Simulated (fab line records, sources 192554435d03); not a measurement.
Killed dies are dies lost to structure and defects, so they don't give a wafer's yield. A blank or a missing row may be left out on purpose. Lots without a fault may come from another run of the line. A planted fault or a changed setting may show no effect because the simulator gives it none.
fab line records | flow n5_finfet
record lots=5 wafers=15 last_day=17
route steps=1938 shown BEOL_M8@1348 PASSIVATION@1936
lots that met no fault: from a run of the same line without faults
start_h: hours from the record's first day to the start of the lot's first wafer shown | wait_h: hours since the lot's step before | " the same as in the row above | L1.1+2: a row that stands for several wafers | - no value, or no start given | * or withheld: withheld | < > ~ a bound
route shown NAME@n: a module of which the file shows steps, and the number in the route of the first | usual: mean/standard deviation of fault-free wafers | same: alike in all rows | chamber/n: place in a boat | sites: the reading at each site | _std_site: their standard deviation | _edge_site: outer sites' mean less inner sites' | radius_mm: how far each site lies from the wafer's centre | mask NAME#n: copy n | behind: the tool/chamber that last shaped the wafer | hold: why the lot was held/for how many hours/how that ended | device: the transistor (n, p or np) that didn't switch | end of line: the same wafers' tests at the end of the route | a step without rows: its recipe alone | killed: dies lost to structure and defects at the first sort, not the wafer's yield | map: a wafer's dies, x killed, . not, _ none there
set.NAME: the setting as run; set.NAME@STEP: as run at that earlier step | model.NAME: the simulator's own value behind a step, which no gauge read
lots at some steps of the route; a table a step, a row a wafer
services: from which hour (start_h, from the record's first day; less than 0 if before it) a tool's chamber was out of use, for how many hours, and why
## steps
# step N5_BEOL_M8_DESCUM_16
# recipe chemistry=O2 time_s=7.9 source_power_w=50 bias_power_w=20 pressure_mtorr=20 rf_frequency_hz=2.712e+07 temp_c=40 resist=CAR-ArF o2_flow_sccm=225
# step N5_BEOL_M8_ETCH_61
# recipe chemistry=CF4 target=SiARC target_depth_a=455 mask_material=CAR-ArF time_s=75.8 ion_energy_ev=80 pressure_mtorr=40 source_w=545 bias_w=36 Ar_flow_sccm=100 cf4_flow_sccm=100 ends=cleared
# step N5_BEOL_M8_ETCH_62
# recipe chemistry=N2/H2 target=SOC target_depth_a=1100 overetch_a=220 mask_material=SiARC temp_c=40 time_s=165 ion_energy_ev=200 pressure_mtorr=30 source_w=840 bias_w=150 n2_flow_sccm=200 h2_flow_sccm=200
# step N5_BEOL_M8_STRIP_68
# recipe chemistry=N2/H2 temp_c=40 n2_flow_sccm=200 h2_flow_sccm=200 rf_frequency_hz=6e+07
# step N5_BEOL_M8_STRIP_67
# recipe chemistry=CF4 resist=SiARC power_w=300 bias_power_w=75 pressure_mtorr=50 cf4_flow_sccm=150 rf_frequency_hz=6e+07
# step N5_BEOL_M8_HM_OPEN_17
# recipe chemistry=Cl2/BCl3 target_depth_a=200 overetch_a=60 target=TiN mask_material=SOC ion_energy_ev=150 pressure_mtorr=10 icp_w=1000 bias_w=126 Cl2_flow_sccm=53.25 bcl3_flow_sccm=21.75 Ar_flow_sccm=25
# step N5_BEOL_M8_STRIP_19
# recipe chemistry=O2 power_w=400 temp_c=40 pressure_mtorr=30 rf_frequency_hz=6e+07 bias_power_w=0 overash_fraction=0.2 o2_flow_sccm=225
# step N5_BEOL_M8_COAT_63
# recipe resist=SOC temp_c=250 time_s=60 spin_rpm=1500 resist_thk_nm=60
# step N5_BEOL_M8_COAT_64
# recipe resist=SiARC temp_c=220 time_s=60 spin_rpm=1500 resist_thk_nm=12
# usual spin_speed_rpm=1500.0/1
# columns lot.wafer tool chamber start_h wait_h spin_speed_rpm model.SiARC_of_BEOL_M8_COAT_64.thk_nm
L621.3 litho_track-03 0 219.01 - 1499.9 12
L621.5 " 0 " " 1499.4 12
L621.6 " 0 " " 1500.2 12
L630.1 litho_track-03 0 268.31 - 1418.3 12.4
L630.3 " 0 " " 1417.1 12.4
L630.6 " 0 " " 1419.0 12.4
L631.3 litho_track-03 0 275.54 - 1421.1 12.4
L631.4 " 0 " " 1419.9 12.4
L631.5 " 0 " " 1420.3 12.4
L634.3 litho_track-03 0 296.87 - 1419.9 12.4
L634.4 " 0 " " 1419.7 12.4
L634.5 " 0 " " 1418.8 12.4
L639.1 litho_track-04 0 323.62 - 1500.6 12
L639.2 " 0 " " 1500.9 12
L639.4 " 0 " " 1498.8 12
# step N5_BEOL_M8_COAT_71
# recipe resist=underlayer temp_c=205 time_s=60 spin_rpm=1500 resist_thk_nm=5
# step N5_BEOL_M8_COAT_22
# recipe resist=CAR-EUV spin_rpm=1500 resist_thk_nm=30
# step N5_BEOL_M8_EBR_24
# recipe solvent=PGMEA ebr_width_mm=1.5
# step N5_BEOL_M8_SOFTBAKE_23
# recipe temp_c=110 time_s=60 resist=CAR-EUV
# step N5_BEOL_M8_EXPOSE_25
# recipe mask_id=V7 na=0.33 source_shape=annular sigma_inner=0.4 sigma_outer=0.8 polarization=unpolarized target_cd_nm=40 dose_mj=42.5
# step N5_BEOL_M8_PEB_26
# recipe peb_temp_c=100 peb_time_s=60 resist=CAR-EUV
# step N5_BEOL_M8_DEVELOP_27
# recipe develop_time_s=30 developer=TMAH resist=CAR-EUV rinse_liquid=surfactant_rinse dry=air_spin dev_temp_c=23
# step N5_BEOL_M8_DESCUM_33
# recipe chemistry=O2 time_s=7 source_power_w=50 bias_power_w=20 pressure_mtorr=20 rf_frequency_hz=2.712e+07 temp_c=40 resist=CAR-EUV o2_flow_sccm=225
# step N5_BEOL_M8_ETCH_72
# recipe chemistry=N2/H2 target=underlayer target_depth_a=65 mask_material=CAR-EUV time_s=5.2 ion_energy_ev=200 pressure_mtorr=30 source_w=840 bias_w=150 n2_flow_sccm=200 h2_flow_sccm=200 ends=cleared
# step N5_BEOL_M8_ETCH_65
# recipe chemistry=CF4 target=SiARC target_depth_a=156 mask_material=CAR-EUV time_s=26 ion_energy_ev=80 pressure_mtorr=40 source_w=545 bias_w=36 Ar_flow_sccm=100 cf4_flow_sccm=100 ends=cleared
# usual drypump_motor_current_A=5.5/0.41 etch_rf_on_time_s=25.8/0.54 oes_product_au=0.69/0.07 rf_vpp_V=184.2/1.1 showerhead_plenum_p_Torr=2.15/0.064 throttle_valve_pct=15.62/0.22
# columns lot.wafer tool chamber start_h wait_h drypump_motor_current_A etch_rf_on_time_s oes_product_au rf_hours_counter_h rf_vpp_V showerhead_plenum_p_Torr throttle_valve_pct model.etch.depth_nm model.CAR-EUV_of_BEOL_M8_COAT_22.thk_nm
L621.3 rie_diel-02 0 219.45 0.0 5.2 25.2 0.78 38 183.9 2.10 15.47 12.02 11
L621.5 " 1 " " 6.2 25.3 0.65 - 183.4 2.14 15.73 12 11
L621.6 " 0 " " 5.2 25.2 0.78 - 182.9 2.09 15.45 12.01 11
L630.1 rie_diel-06 0 268.89 0.0 5.8 27.3 0.59 239 184.6 2.11 15.62 12.38 11
L630.3 " 3 " " 4.9 27.4 0.73 41 184.5 2.09 15.73 12.39 10.8
L630.6 " 2 " " 5.4 26.5 0.76 - 185.4 2.26 15.22 12.39 10.8
L631.3 rie_diel-02 0 275.98 0.0 5.2 26.1 0.75 60 183.6 2.09 15.50 12.44 10.8
L631.4 " 1 " " 6.2 26.3 0.63 161 183.8 2.14 15.77 12.38 10.6
L631.5 " 0 " " 5.2 26.2 0.75 - 184.0 2.09 15.48 12.42 10.8
L634.3 rie_diel-02 3 297.44 0.0 5.1 26.5 0.67 102 183.5 2.16 15.63 12.37 11
L634.4 " 2 " " 5.7 26.2 0.69 92 184.0 2.07 15.61 12.34 11
L634.5 " 3 " " 5.1 26.6 0.67 - 183.0 2.16 15.64 12.36 11
L639.1 rie_diel-06 3 324.34 0.0 4.9 26.6 0.71 63 184.3 2.08 15.75 12.05 11.2
L639.2 " 1 " " 5.3 26.1 0.57 245 184.7 2.19 16.02 12.06 11
L639.4 " 2 " " 5.4 25.6 0.74 68 184.6 2.26 15.26 12.03 11.2
# step N5_BEOL_M8_ETCH_66
# recipe chemistry=N2/H2 target=SOC target_depth_a=800 overetch_a=160 mask_material=SiARC temp_c=40 time_s=120 ion_energy_ev=200 pressure_mtorr=30 source_w=840 bias_w=150 n2_flow_sccm=200 h2_flow_sccm=200
# usual drypump_motor_current_A=5.5/0.41 oes_product_au=0.62/0.06 rf_vpp_V=524.0/2.3 showerhead_plenum_p_Torr=2.56/0.081 throttle_valve_pct=17.87/0.23
# columns lot.wafer tool chamber start_h wait_h drypump_motor_current_A oes_product_au rf_hours_counter_h rf_vpp_V showerhead_plenum_p_Torr throttle_valve_pct model.SiARC_of_BEOL_M8_COAT_64.thk_nm
L621.3 rie_diel-02 0 219.48 0.0 5.2 0.69 38 523.2 2.49 17.76 6
L621.5 " 1 " " 6.2 0.57 - 523.3 2.57 17.98 6.4
L621.6 " 0 " " 5.2 0.69 - 521.4 2.49 17.74 6.2
L630.1 rie_diel-06 0 268.92 0.0 5.8 0.54 239 522.3 2.51 17.80 6.8
L630.3 " 3 " " 4.9 0.66 41 522.0 2.47 17.86 7
L630.6 " 2 " " 5.4 0.67 - 528.5 2.70 17.51 6.6
L631.3 rie_diel-02 0 276.01 0.0 5.2 0.66 60 522.1 2.48 17.79 6.6
L631.4 " 1 " " 6.2 0.56 161 522.9 2.56 18.01 6.8
L631.5 " 0 " " 5.2 0.66 - 521.6 2.48 17.79 6.6
L634.3 rie_diel-02 3 297.47 0.0 5.1 0.60 102 524.0 2.56 17.86 6.6
L634.4 " 2 " " 5.8 0.62 92 521.8 2.46 17.92 6.6
L634.5 " 3 " " 5.1 0.59 - 525.9 2.56 17.87 6.6
L639.1 rie_diel-06 3 324.37 0.0 4.9 0.64 63 522.9 2.46 17.90 6.6
L639.2 " 1 " " 5.3 0.51 245 525.3 2.62 18.29 6.6
L639.4 " 2 " " 5.4 0.65 68 526.5 2.69 17.55 6.2
# step N5_BEOL_M8_STRIP_69
# recipe chemistry=N2/H2 temp_c=40 n2_flow_sccm=200 h2_flow_sccm=200 rf_frequency_hz=6e+07
# step N5_PASSIVATION_PROBE_49
# usual defect_limited_yield=91.0/1.4 killed_at_M0_to_M3=35/10 killed_at_M4_up=13/6 killed_at_contacts=13/6.4 killed_at_front_end=42/12 killed_at_other=3.2/2.4 killed_dies=107/17 killed_open=69/13 killed_short=33/7.3 sort_bin_5_function=5.3/0.92 sort_bin_6_memory=3.3/0.66 sort_bin_8_speed=0.00/0.035 sort_n_pass=1073/17
# same gross_dies=1180 killed_at_back_side=0 sort_bin_4_leakage[%]=0
# columns lot.wafer tool chamber start_h wait_h defect_limited_yield[%] killed_at_M0_to_M3 killed_at_M4_up killed_at_contacts killed_at_front_end killed_at_other killed_dies killed_open killed_short sort_bin_5_function[%] sort_bin_6_memory[%] sort_bin_8_speed[%] sort_n_pass
L621.3 prober-02 - 278.66 0.4 92.4 38 7 8 31 6 90 49 38 5.0 2.4 0 1090
L621.5 prober-02 - 278.76 0.5 90.3 59 11 18 24 3 115 79 34 5.3 4.1 0 1065
L621.6 prober-02 - 278.81 0.5 87.2 54 11 33 48 5 151 98 44 6.2 5.7 0 1029
L630.1 prober-01 - 334.02 0.0 91.7 32 13 9 43 1 98 59 28 5.2 2.6 0.34 1082
L630.3 prober-01 - 334.12 0.1 93.1 26 2 10 38 6 82 52 26 3.8 3.0 0 1098
L630.6 prober-01 - 334.27 0.3 92.7 20 10 12 43 1 86 49 26 3.8 2.9 0 1094
L631.3 prober-01 - 353.87 0.1 92.4 25 13 11 35 6 90 61 20 4.9 2.5 0 1090
L631.4 prober-01 - 353.92 0.2 91.5 29 13 8 47 3 100 61 32 5.0 3.4 0 1080
L631.5 prober-01 - 353.97 0.2 92.5 31 13 8 32 5 89 55 31 3.9 3.3 0 1091
L634.3 prober-01 - 367.09 0.1 90.8 24 15 15 52 2 108 62 39 4.7 4.0 0 1072
L634.4 prober-01 - 367.14 0.2 91.8 23 18 5 51 0 97 68 25 5.1 2.9 0 1083
L634.5 prober-01 - 367.19 0.2 89.6 33 19 11 60 0 123 95 28 6.6 3.6 0 1057
L639.1 prober-01 - 398.27 0.0 90.3 40 12 14 47 2 115 68 42 5.6 3.6 0 1065
L639.2 prober-01 - 398.32 0.1 92.5 14 12 20 37 5 88 60 27 4.4 2.8 0 1092
L639.4 prober-01 - 398.42 0.2 91.2 30 16 18 35 5 104 75 28 5.0 3.4 0 1076
# killed by level:class
L621.3 BEOL_M0_SAQP:geometric_particle:short=20 MOL_CONTACT_COAG:geometric_particle:open=8 FIN_SAQP:geometric_particle:open=4 DUMMY_GATE:geometric_particle:open=4 ILD0:geometric_particle:short=4 BEOL_M0_SAQP:geometric_particle:open=4 GATE_CUT:geometric_particle:short=4 BEOL_M3:geometric_particle:open=4
L621.5 BEOL_M2:geometric_particle:open=15 MOL_CONTACT_COAG:geometric_particle:open=12 BEOL_M0_SAQP:geometric_particle:open=11 BEOL_M0_SAQP:geometric_particle:short=10 BEOL_M4:geometric_particle:open=8 DUMMY_GATE:geometric_particle:open=7 BEOL_M1:geometric_particle:open=7 BEOL_M2:geometric_particle:short=6
L621.6 MOL_CONTACT_COAG:geometric_particle:open=24 BEOL_M1:geometric_particle:open=11 DUMMY_GATE:geometric_particle:open=10 BEOL_M3:geometric_particle:open=10 MOL_CONTACT_COAG:geometric_particle:short=9 BEOL_M0_SAQP:geometric_particle:open=9 BEOL_M0_SAQP:geometric_particle:short=8 BEOL_M3:geometric_particle:short=8
L630.1 FIN_SAQP:geometric_particle:open=11 STI_FIN_REVEAL:geometric_particle:open=9 FIN_SAQP:geometric_particle:short=6 BEOL_M0_SAQP:geometric_particle:short=6 MOL_CONTACT_COAG:geometric_particle:open=6 BEOL_M1:geometric_particle:open=6 BEOL_M2:geometric_particle:open=5 BEOL_M4:geometric_particle:open=5
L630.3 FIN_SAQP:geometric_particle:open=13 STI_FIN_REVEAL:geometric_particle:open=6 MOL_CONTACT_COAG:geometric_particle:open=5 MOL_CONTACT_COAG:geometric_particle:short=5 BEOL_M0_SAQP:geometric_particle:open=5 BEOL_M3:geometric_particle:open=5 FIN_SAQP:geometric_particle:short=4 BEOL_M1:geometric_particle:open=4
L630.6 FIN_SAQP:geometric_particle:open=19 FIN_SAQP:geometric_particle:short=8 MOL_CONTACT_COAG:geometric_particle:open=8 BEOL_M0_SAQP:geometric_particle:open=7 BEOL_M2:geometric_particle:open=4 DUMMY_GATE:geometric_particle:open=3 GATE_CUT:geometric_particle:short=3 BEOL_M4:geometric_particle:short=3
L631.3 STI_FIN_REVEAL:geometric_particle:open=8 MOL_CONTACT_COAG:geometric_particle:open=8 FIN_SAQP:geometric_particle:open=5 DUMMY_GATE:geometric_particle:open=5 BEOL_M0_SAQP:geometric_particle:short=5 BEOL_M0_SAQP:geometric_particle:open=5 BEOL_M4:geometric_particle:open=5 FIN_SAQP:geometric_particle:short=4
L631.4 STI_FIN_REVEAL:geometric_particle:open=16 FIN_SAQP:geometric_particle:short=8 MOL_CONTACT_COAG:geometric_particle:open=7 DUMMY_GATE:geometric_particle:open=6 BEOL_M2:geometric_particle:open=6 BEOL_M1:geometric_particle:short=5 BEOL_M0_SAQP:geometric_particle:short=4 BEOL_M1:geometric_particle:open=4
L631.5 FIN_SAQP:geometric_particle:open=9 BEOL_M0_SAQP:geometric_particle:open=7 BEOL_M0_SAQP:geometric_particle:short=6 BEOL_M4:geometric_particle:open=6 STI_FIN_REVEAL:geometric_particle:open=5 MOL_CONTACT_COAG:geometric_particle:open=5 BEOL_M3:geometric_particle:open=5 FIN_SAQP:geometric_particle:short=4
L634.3 STI_FIN_REVEAL:geometric_particle:open=13 MOL_CONTACT_COAG:geometric_particle:open=11 FIN_SAQP:geometric_particle:short=9 BEOL_M4:geometric_particle:open=9 FIN_SAQP:geometric_particle:open=8 BEOL_M0_SAQP:geometric_particle:short=7 GATE_CUT:geometric_particle:short=6 BEOL_M0_SAQP:geometric_particle:open=5
L634.4 STI_FIN_REVEAL:geometric_particle:open=16 BEOL_M4:geometric_particle:open=11 BEOL_M3:geometric_particle:open=9 FIN_SAQP:geometric_particle:open=7 GATE_CUT:geometric_particle:short=7 STARTING-WAFER:geometric_particle:open=4 ILD0:geometric_particle:open=4 BEOL_M0_SAQP:geometric_particle:open=4
L634.5 FIN_SAQP:geometric_particle:open=19 STI_FIN_REVEAL:geometric_particle:open=17 BEOL_M4:geometric_particle:open=13 MOL_CONTACT_COAG:geometric_particle:open=8 BEOL_M2:geometric_particle:open=8 BEOL_M3:geometric_particle:open=7 FIN_SAQP:geometric_particle:short=6 BEOL_M0:geometric_particle:open=5
L639.1 MOL_CONTACT_COAG:geometric_particle:open=12 BEOL_M1:geometric_particle:open=12 FIN_SAQP:geometric_particle:short=11 FIN_SAQP:geometric_particle:open=10 STI_FIN_REVEAL:geometric_particle:open=8 BEOL_M1:geometric_particle:short=6 BEOL_M2:geometric_particle:open=6 BEOL_M0_SAQP:geometric_particle:short=5
L639.2 MOL_CONTACT_COAG:geometric_particle:open=15 STI_FIN_REVEAL:geometric_particle:open=12 BEOL_M4:geometric_particle:open=9 STARTING-WAFER:geometric_particle:open=6 STI_FIN_REVEAL:geometric_particle:short=5 DUMMY_GATE:geometric_particle:short=5 MOL_CONTACT_COAG:geometric_particle:short=5 BEOL_M2:geometric_particle:open=4
L639.4 STI_FIN_REVEAL:geometric_particle:open=13 MOL_CONTACT_COAG:geometric_particle:open=13 BEOL_M2:geometric_particle:open=13 DUMMY_GATE:geometric_particle:open=9 BEOL_M1:geometric_particle:open=7 MOL_CONTACT_COAG:geometric_particle:short=5 BEOL_M4:geometric_particle:short=5 GATE_CUT:geometric_particle:short=3
## services
# columns tool chamber start_h hours kind
rie_diel-06 2 210.88 4.2 repair
litho_track-03 - 241.81 - consumable_replace:filter
rie_diel-06 - 246.45 15.6 pm
rie_diel-06 0 299.85 - clean
rie_diel-06 0 299.85 - consumable_replace:esc
rie_diel-06 0 299.85 - consumable_replace:focus_ring
rie_diel-06 0 299.85 24.4 scheduled_down
rie_diel-06 0 299.85 24.4 vent_cycle
## key
first_sign step=N5_BEOL_M8_COAT_64 reading=spin_speed_rpm direction=down sigmas=77 usual=* struck=*
effect none on later readings
model_effect step=N5_BEOL_M8_COAT_64 value=SiARC_of_BEOL_M8_COAT_64.thk_nm without=12 struck=12.4
model_effect step=N5_BEOL_M8_ETCH_65 value=etch.depth_nm without=12.05 struck=12.38
model_effect step=N5_BEOL_M8_ETCH_66 value=SiARC_of_BEOL_M8_COAT_64.thk_nm without=6.378 struck=6.689
met_at N5_BEOL_M8_COAT_64
struck_wafers L630.1,L630.3,L630.6,L631.3,L631.4,L631.5,L634.3,L634.4,L634.5
onset_between 219.01 268.31
fault kind=process_parameter_drift tool=litho_track-03 chamber=- onset_h=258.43 steps=N5_BEOL_M8_COAT_64 channel=spin_rpm offset=* shape=step end_h=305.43 acts_in=* stated=*
